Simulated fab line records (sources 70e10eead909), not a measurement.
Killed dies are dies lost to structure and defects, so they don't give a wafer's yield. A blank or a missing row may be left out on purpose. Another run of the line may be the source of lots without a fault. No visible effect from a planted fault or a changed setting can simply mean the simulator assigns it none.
Struck lot and sound lot, side by side || flow nandHarc || 13 out of 1302 route steps
Sound: these wafers, L348.2, L348.5, L348.6. Struck: wafers L342.1, L342.3. The cause is given at the end.
At each step with rows: each side's tool, then ch and its chambers, then its first start. Under that, the readings that differ: sound wafers || struck wafers || difference of the means || sigmas: that difference in standard deviations of wafers without a fault.
alike: words and numbers the same on both sides, and readings whose means are apart by under 2 such deviations; not compared: readings that were withheld, readings missing a value for some wafer, numbers with overlapping values and no deviation given by the record, and bounds like >300 which may hide the same value.
A row with sigmas, a row that says differs or no value, or rows on one side alone: a step with any of these is where the two part. Numbers that have no deviation but don't overlap get no sigmas and don't part them. A reading that every wafer of one side lacks parts them only if that side has two wafers or more.

first, 4 steps without rows for these wafers: NHARC_A_WL_FILL_STRIP_28 (strips in post etch residue remover, time 1200 s); NHARC_A_WL_FILL_PRECLEAN_06 (cleans in DIW, time 300 s); NHARC_A_WL_FILL_SRD_07; NHARC_A_WL_FILL_ANNEAL_08 (time 1800 s).
NHARC_A_WL_FILL_ALD_10: deposits SiO2, target thk 50 nm, pulse time 10 s, ald cycles 500.
  sound on aldHk-04 ch 0,1, day 30 01:27; struck on aldHk-03 ch 0,3, day 27 09:19
  alike: heaterPowerW, precursorPulseHeightRel
NHARC_A_WL_FILL_ETCHBACK_16: etches the open film in C4F8/O2/Ar, target depth 120 nm, time 24 s.
  sound on rieDiel-10 ch 0,1,2; struck on rieDiel-10 ch 0,1
  alike: oesProductAu, rfVppV
  not compared: rfHoursCounterH
NHARC_A_WL_FILL_STRIP_29: strips in O2, time 20 s.
  sound on rieDiel-10 ch 0,1,2, day 30 06:10; struck on rieDiel-10 ch 2,3, day 27 13:35
  alike: drypumpMotorCurrentA, oesProductAu, rfVppV, showerheadPlenumPTorr, throttleValvePct
  not compared: rfHoursCounterH
NHARC_A_WL_FILL_ETCHBACK_17: etches the open film in Cl2/BCl3, target depth 4 nm, time 26.7 s.
  sound on rieMetal-01 ch 0,1, day 30 06:17; struck on rieMetal-01 ch 0, day 27 13:40
  alike: drypumpMotorCurrentA, heBacksideLeakSccm, oesProductAu
  not compared: rfHoursCounterH
then, 3 steps without rows for these wafers: NHARC_A_WL_FILL_PRECLEAN_18 (cleans in dHF, time 30 s); NHARC_A_WL_FILL_SRD_21; NHARC_A_WL_FILL_CVD_23 (deposits poly-Si, target thk 40 nm, time 800 s).
NHARC_A_WL_FILL_ETCHBACK_26: etches the open film in HBr, target depth 52 nm, time 13.3 s.
  sound on rieSi-05 ch 0,1, day 30 11:26; struck on rieSi-01 ch 0,3, day 27 18:49
{"reading": "oesProductAu (a.u.)", "sound": "0.997 1.003 1.009", "struck": "1.377 1.380", "difference": "+0.375", "sigmas": "+60"}
  alike: drypumpMotorCurrentA, heBacksideLeakSccm, throttleValvePct
  not compared: rfHoursCounterH
then, 1 step without rows for these wafers: NHARC_A_WL_FILL_PRECLEAN_30 (cleans in dHF, time 10 s).

WHERE THEY PART
At NHARC_A_WL_FILL_ETCHBACK_26 and nowhere else, as far as this record goes.

WHY: what the simulator had put in
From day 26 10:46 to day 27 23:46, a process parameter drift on rieSi-01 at NHARC_A_WL_FILL_ETCHBACK_26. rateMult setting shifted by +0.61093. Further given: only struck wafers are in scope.
